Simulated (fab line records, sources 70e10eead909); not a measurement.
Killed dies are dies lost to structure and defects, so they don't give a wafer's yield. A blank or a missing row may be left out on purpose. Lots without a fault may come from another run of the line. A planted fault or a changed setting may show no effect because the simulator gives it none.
fab line records | flow nand_harc
record lots=14 wafers=42 last_day=24
route steps=1159 shown A_CONTACT@869 A_BONDPAD@1073 THIN_TSV@1126 END@1159
lots that met no fault: from a run of the same line without faults
start_h: hours from the record's first day to the start of the lot's first wafer shown | wait_h: hours since the lot's step before | " the same as in the row above | L1.1+2: a row that stands for several wafers | - no value, or no start given | * or withheld: withheld | < > ~ a bound
route shown NAME@n: a module of which the file shows steps, and the number in the route of the first | usual: mean/standard deviation of fault-free wafers | same: alike in all rows | chamber/n: place in a boat | sites: the reading at each site | _std_site: their standard deviation | _edge_site: outer sites' mean less inner sites' | radius_mm: how far each site lies from the wafer's centre | mask NAME#n: copy n | behind: the tool/chamber that last shaped the wafer | hold: why the lot was held/for how many hours/how that ended | device: the transistor (n, p or np) that didn't switch | end of line: the same wafers' tests at the end of the route | a step without rows: its recipe alone | killed: dies lost to structure and defects at the first sort, not the wafer's yield | map: a wafer's dies, x killed, . not, _ none there
set.NAME: the setting as run; set.NAME@STEP: as run at that earlier step | model.NAME: the simulator's own value behind a step, which no gauge read
steps of the route over a sample of lots; a table a step, a row a wafer
services: from which hour (start_h, from the record's first day; less than 0 if before it) a tool's chamber was out of use, for how many hours, and why
## steps
# step NHARC_A_CONTACT_ETCH_118
# recipe source_w=withheld pressure_mtorr=20 bias_v=3000 time_s=94 target_depth_a=9220 ar_flow_sccm=withheld c4f8_flow_sccm=withheld o2_flow_sccm=withheld chemistry=C4F8/O2/Ar
# columns lot.wafer tool chamber start_h wait_h rf_hours_counter_h
L966.2 har_cap_etch-01 0 369.11 0.1 56
L966.3 " 1 " " -
L966.6 " 1 " " -
L965.1 har_cap_etch-02 1 372.92 0.1 10
L965.3 " 0 " " -
L965.5 " 1 " " -
L969.2 har_cap_etch-01 0 379.95 0.1 59
L969.5 " 0 " " -
L969.6 " 1 " " -
L968.4 har_cap_etch-03 1 384.77 0.1 -
L968.3 " 0 " " -
L968.5 " 0 " " -
L970.1 har_cap_etch-01 0 398.62 0.1 64
L970.4 " 0 " " -
L970.6 " 1 " " -
L974.4 har_cap_etch-03 0 413.55 0.1 -
L974.3 " 1 " " -
L974.6 " 1 " " -
L973.4 har_cap_etch-01 1 424.37 0.1 -
L973.3 " 0 " " -
L973.6 " 1 " " -
L977.2 har_cap_etch-03 0 436.68 0.1 93
L977.4 " 0 " " -
L977.5 " 1 " " -
L981.1 har_cap_etch-03 1 459.42 0.1 97
L981.2 " 0 " " 97
L981.4 " 1 " " -
L982.1 har_cap_etch-02 1 463.46 0.1 26
L982.3 " 1 " " -
L982.5 " 1 " " -
L985.1 har_cap_etch-02 0 480.13 0.1 31
L985.3 " 1 " " -
L985.5 " 0 " " -
L988.2 har_cap_etch-02 0 493.65 0.1 34
L988.1 " 1 " " 34
L988.3 " 0 " " -
L987.1 har_cap_etch-03 0 497.79 0.1 104
L987.4 " 1 " " -
L987.5 " 1 " " -
L986.2 har_cap_etch-01 0 502.41 0.1 82
L986.4 " 1 " " -
L986.5 " 0 " " -
# step NHARC_A_BONDPAD_OVL_MEAS_35
# usual overlay_x_nm=-1/6.3 overlay_y_nm=1/7
# columns lot.wafer tool chamber start_h wait_h overlay_x_nm overlay_y_nm
L966.2 overlay-01 - 409.54 - 8 -3
L966.3 " - " " 9 -4
L966.6 " - " " 9 -3
L965.1 overlay-01 - 410.81 - 8 3
L965.3 " - " " 8 3
L965.5 " - " " 9 3
L969.2 overlay-02 - 413.74 - -2 -2
L969.5 " - " " -3 -3
L969.6 " - " " -2 -2
L968.3 overlay-02 - 419.35 - 8 6
L968.4 " - " " 9 6
L968.5 " - " " 8 6
L970.1 overlay-01 - 432.78 - -6 1
L970.4 " - " " -7 0
L970.6 " - " " -6 1
L974.3 overlay-02 - 450.26 - -6 -6
L974.4 " - " " -7 -6
L974.6 " - " " -6 -6
L973.3 overlay-02 - 456.50 - -12 6
L973.4 " - " " -11 6
L973.6 " - " " -11 6
L977.2 overlay-01 - 480.44 - 6 -11
L977.4 " - " " 6 -11
L977.5 " - " " 6 -11
L981.1 overlay-02 - 500.02 - -10 4
L981.2 " - " " -9 4
L981.4 " - " " -9 4
L982.1 overlay-02 - 502.65 - -4 -5
L982.3 " - " " -4 -5
L982.5 " - " " -4 -5
L985.1 overlay-01 - 514.22 - -7 -3
L985.3 " - " " -7 -3
L985.5 " - " " -6 -3
L988.1 overlay-02 - 524.61 - 5 11
L988.2 " - " " 5 11
L988.3 " - " " 5 11
L987.1 overlay-02 - 535.41 - -5 14
L987.4 " - " " -4 14
L987.5 " - " " -4 14
L986.2 overlay-02 - 546.64 - -3 0
L986.4 " - " " -3 0
L986.5 " - " " -4 0
# step NHARC_A_BONDPAD_DEGAS_25
# recipe temp_c=300 time_s=60
# usual heater_power_w=490/40 susceptor_temp_C=300.02/0.18
# columns lot.wafer tool chamber start_h wait_h heater_power_w susceptor_temp_C
L966.3 pvd_sputter-02 - 410.62 - 466 300.20
L966.2 " - " " 476 299.90
L966.6 " - " " 481 300.13
L965.1 pvd_sputter-01 - 411.89 - 422 -
L965.3 " - " " 432 -
L965.5 " - " " 412 -
L969.2 pvd_sputter-02 - 418.89 - 495 300.15
L969.5 " - " " 518 299.86
L969.6 " - " " 497 300.13
L968.4 pvd_sputter-01 - 420.41 - 444 299.95
L968.3 " - " " 428 300.15
L968.5 " - " " 445 299.83
L970.4 pvd_sputter-02 - 433.85 - 503 300.10
L970.1 " - " " 518 300.06
L970.6 " - " " 505 300.30
L974.3 pvd_sputter-03 - 451.36 - 515 299.99
L974.4 " - " " 509 299.94
L974.6 " - " " 514 300.05
L973.4 pvd_sputter-01 - 457.62 - 508 300.31
L973.3 " - " " 414 299.85
L973.6 " - " " 435 300.06
L977.2 pvd_sputter-01 - 481.51 - 446 299.90
L977.4 " - " " 415 299.83
L977.5 " - " " 442 300.04
L981.4 pvd_sputter-02 - 501.08 - 507 300.12
L981.2 " - " " 499 300.04
L981.1 " - " " 493 299.93
L982.1 pvd_sputter-03 - 503.72 - 525 299.85
L982.3 " - " " 523 300.12
L982.5 " - " " 522 299.87
L985.1 pvd_sputter-03 - 515.30 - 428 299.97
L985.3 " - " " 528 299.94
L985.5 " - " " 531 300.23
L988.1 pvd_sputter-03 - 525.68 - 538 299.84
L988.2 " - " " 524 300.24
L988.3 " - " " 428 300.01
L987.4 pvd_sputter-01 - 536.49 - 514 -
L987.1 " - " " 423 -
L987.5 " - " " 423 -
L986.4 pvd_sputter-03 - 547.71 - 430 299.97
L986.2 " - " " 541 299.88
L986.5 " - " " 426 300.06
# step NHARC_THIN_TSV_STRIP_62
# recipe power_w=1500 temp_c=250 time_s=20 chemistry=N2/H2
# usual drypump_motor_current_A=6.0/0.4 heater_power_w=319/12
# columns lot.wafer tool chamber start_h wait_h drypump_motor_current_A heater_power_w rf_hours_counter_h
L966.2 plasma_asher-01 0 450.42 - 5.5 334 59
L966.3 " 0 " " 5.5 323 -
L966.6 " 0 " " 5.4 326 -
L965.1 plasma_asher-01 0 452.89 - 5.4 333 59
L965.3 " 1 " " 6.3 316 -
L965.5 " 1 " " 6.3 327 -
L969.2 plasma_asher-02 0 454.63 - 6.4 335 28
L969.6 " 0 " " 6.4 327 -
L969.5 " 1 " " 5.7 304 -
L968.4 plasma_asher-02 1 457.99 - 5.7 303 -
L968.3 " 0 " " 6.4 322 -
L968.5 " 0 " " 6.4 327 -
L970.1 plasma_asher-02 1 459.07 - 5.7 307 30
L970.4 " 0 " " 6.4 332 -
L970.6 " 0 " " 6.4 323 -
L974.4 plasma_asher-02 0 471.96 - 6.4 331 -
L974.3 " 1 " " 5.7 310 -
L974.6 " 1 " " 5.7 307 -
L973.4 plasma_asher-02 1 479.71 - 5.7 309 -
L973.3 " 0 " " 6.4 330 -
L973.6 " 1 " " 5.7 304 -
L977.2 plasma_asher-02 1 498.52 - 5.7 307 45
L977.4 " 0 " " 6.4 329 -
L977.5 " 0 " " 6.4 324 -
L981.2 plasma_asher-01 0 518.73 - 5.5 325 21
L981.1 " 1 " " 6.3 329 21
L981.4 " 1 " " 6.3 331 -
L982.1 plasma_asher-02 0 519.99 - 6.4 321 53
L982.3 " 1 " " 5.7 307 -
L982.5 " 0 " " 6.4 324 -
L985.1 plasma_asher-01 0 535.20 - 5.4 311 26
L985.3 " 1 " " 6.3 335 -
L985.5 " 1 " " 6.3 337 -
L988.2 plasma_asher-01 1 544.01 - 6.3 332 31
L988.1 " 0 " " 5.4 325 31
L988.3 " 1 " " 6.3 332 -
L987.1 plasma_asher-02 0 555.83 - 6.4 312 4
L987.4 " 0 " " 6.4 318 -
L987.5 " 0 " " 6.4 315 -
L986.2 plasma_asher-02 0 565.54 - 6.4 325 7
L986.4 " 0 " " 6.4 317 -
L986.5 " 1 " " 5.7 297 -
# step NHARC_END_SORT_01
# recipe temp_c=25
# usual killed_at_array=28/11 killed_at_other=0.8/1.3 killed_at_periphery=3.6/2.5 killed_dies=32/11 killed_open=3.0/1.8 killed_short=2.0/1.5
# same gross_dies=677
# columns lot.wafer tool chamber start_h wait_h killed_at_array killed_at_other killed_at_periphery killed_dies killed_open killed_short
L970.1 prober-02 0 492.89 2.5 97 0 8 105 4 5
L970.4 prober-02 0 495.30 3.4 107 1 3 111 3 5
L970.6 prober-02 0 496.90 4.0 60 1 2 63 0 2
L973.3 prober-01 0 502.46 3.1 121 0 2 123 0 0
L973.4 prober-01 0 503.27 3.4 70 0 6 76 2 3
L973.6 prober-01 0 504.88 4.0 64 0 5 69 2 2
# killed by level:class
L970.1 A_CONTACT:unspecified=84 A_STAIRCASE:chamber_film_flake=3 P_CONTACT:geometric_particle:short=2 P_M0:geometric_particle:open=2 A_CHANNEL_FILL_D1:geometric_particle:short=2 A_ZERO_WELL:chamber_film_flake=2 A_CHANNEL_HOLE_D1:chamber_film_flake=2 A_CONTACT:chamber_film_flake=2
L970.4 A_CONTACT:unspecified=92 A_STAIRCASE:chamber_film_flake=5 A_WL_FILL:geometric_particle:short=2 A_CHANNEL_HOLE_D1:chamber_film_flake=2 P_STI:geometric_particle:short=1 P_M1:geometric_particle:open=1 A_ONON_D1:geometric_particle:short=1 A_SGD_CUT:geometric_particle:open=1
L970.6 A_CONTACT:unspecified=50 A_CHANNEL_HOLE_D1:chamber_film_flake=4 P_ZERO_WELL:chamber_film_flake=2 A_STAIRCASE:chamber_film_flake=2 A_ONON_D1:geometric_particle:short=1 A_CHANNEL_FILL_D1:geometric_particle:short=1 A_ZERO_WELL:chamber_film_flake=1 A_SLIT:chamber_film_flake=1
L973.3 A_CONTACT:unspecified=99 A_SLIT:chamber_film_flake=17 A_CHANNEL_HOLE_D1:chamber_film_flake=4 P_ZERO_WELL:chamber_film_flake=1 P_M0:chamber_film_flake=1 A_STAIRCASE:chamber_film_flake=1
L973.4 A_CONTACT:unspecified=53 A_SLIT:chamber_film_flake=8 A_CHANNEL_HOLE_D1:chamber_film_flake=6 P_M1:geometric_particle:short=2 P_M0:chamber_film_flake=2 P_GATE:geometric_particle:open=1 A_WL_FILL:geometric_particle:short=1 A_WL_FILL:geometric_particle:open=1
L973.6 A_CONTACT:unspecified=46 A_SLIT:chamber_film_flake=9 A_CHANNEL_HOLE_D1:chamber_film_flake=4 P_M0:chamber_film_flake=3 A_STAIRCASE:chamber_film_flake=2 P_M1:geometric_particle:open=1 A_ONON_D1:geometric_particle:short=1 A_CHANNEL_FILL_D1:geometric_particle:open=1
## services
# columns tool chamber start_h hours kind
plasma_asher-02 - 349.83 0.3 repair
pvd_sputter-01 - 357.46 15.6 repair
plasma_asher-02 - 360.63 9.0 pm
plasma_asher-02 0 360.63 9.0 vent_cycle
plasma_asher-02 1 360.63 9.0 vent_cycle
plasma_asher-02 0 369.63 - clean
plasma_asher-02 1 369.63 - clean
pvd_sputter-02 - 392.00 10.0 pm
plasma_asher-01 - 453.04 9.0 pm
plasma_asher-01 0 453.04 9.0 vent_cycle
plasma_asher-01 1 453.04 9.0 vent_cycle
pvd_sputter-03 - 458.08 10.0 pm
plasma_asher-01 0 462.04 - clean
plasma_asher-01 1 462.04 - clean
pvd_sputter-02 - 477.55 1.4 repair
pvd_sputter-01 - 514.00 10.0 pm
plasma_asher-02 - 537.63 9.0 pm
plasma_asher-02 0 537.63 9.0 vent_cycle
plasma_asher-02 1 537.63 9.0 vent_cycle
har_cap_etch-03 - 545.29 17.0 pm
plasma_asher-02 0 546.63 - clean
plasma_asher-02 1 546.63 - clean
pvd_sputter-02 - 555.41 3.2 repair
pvd_sputter-02 - 563.41 7.7 repair
## key
first_sign step=NHARC_END_SORT_01 reading=killed_at_array direction=up sigmas=5.6 usual=28 struck=86
effect step=NHARC_END_SORT_01 reading=killed_dies direction=up sigmas=5.3 usual=32 struck=91
more_kills_born_at NHARC_A_CONTACT_ETCH_118@har_cap_etch-01=423
met_at NHARC_A_CONTACT_ETCH_118
struck_lots L970,L973
tester_left_out L970,L973
not_acting_at NHARC_A_BONDPAD_OVL_MEAS_35,NHARC_A_BONDPAD_DEGAS_25,NHARC_THIN_TSV_STRIP_62
onset_between 379.95 398.62
fault kind=chamber_particle_source tool=har_cap_etch-01 chamber=- onset_h=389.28 steps=NHARC_A_CONTACT_ETCH_118 rate_per_visit_cm2=1.0274 end_h=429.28
# tester_left_out: of these lots the tester's yield and bins aren't shown, on N5 and GAA mostly nor the transistor test; their killed dies are dies lost to structure and defects alone, not to doping, threshold or leakage, so they don't give the yield
